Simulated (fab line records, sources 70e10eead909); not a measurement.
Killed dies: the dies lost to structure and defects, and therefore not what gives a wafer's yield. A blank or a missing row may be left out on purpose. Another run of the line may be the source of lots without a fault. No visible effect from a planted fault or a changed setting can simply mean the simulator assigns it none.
The tool behind it: which one? ; flow nand_harc ; route of 1159 steps, sampled at 1 step: 12 lots, 36 wafers

## WHAT THE GAUGES READ, wafer by wafer
NHARC_A_CONTACT_INSPECT_44.
lot;measured;on;raw_defect_count
L075;day 16 09:31;defect_inspect-02;23 39 26
L079;day 16 15:38;defect_inspect-02;8 12 11
L076;day 17 01:40;defect_inspect-01;15 28 20
L084;day 18 12:10;defect_inspect-01;11 16 13
L081;day 18 21:30;defect_inspect-01;44 31 47
L089;day 19 10:48;defect_inspect-02;40 44 31
L087;day 19 16:02;defect_inspect-01;14 12 8
L088;day 19 21:23;defect_inspect-02;41 25 23
L091;day 20 04:43;defect_inspect-02;19 12 17
L094;day 21 10:13;defect_inspect-02;39 40 35
L096;day 21 23:00;defect_inspect-01;40 28 40
L097;day 22 18:02;defect_inspect-01;38 26 28

## TOOL THAT RAN EACH LOT (tool first, then ch and the chambers of the sampled wafers, then the start)
Record: no process step prior to these readings.

## THE ANSWER, worked out from the rows above alone
Rule: usual is defined by the lots themselves. The widest of any qualifying gaps counts: lots, ordered by their means at a reading, are off when they make up no more than a third of the lots, leave a main group of 4 or more, and stand apart from it by 3 or more times the standard deviation of that group's means. Not used: any main group whose means are identical at the precision the tables above print for the reading. Also off: a lot with no number at a reading for which 4 or more lots have one. All remaining lots with rows at the step are treated as sound.
No lot is off at any reading shown: from this, nothing can be told.

## WHAT THE SIMULATOR HAD PUT IN
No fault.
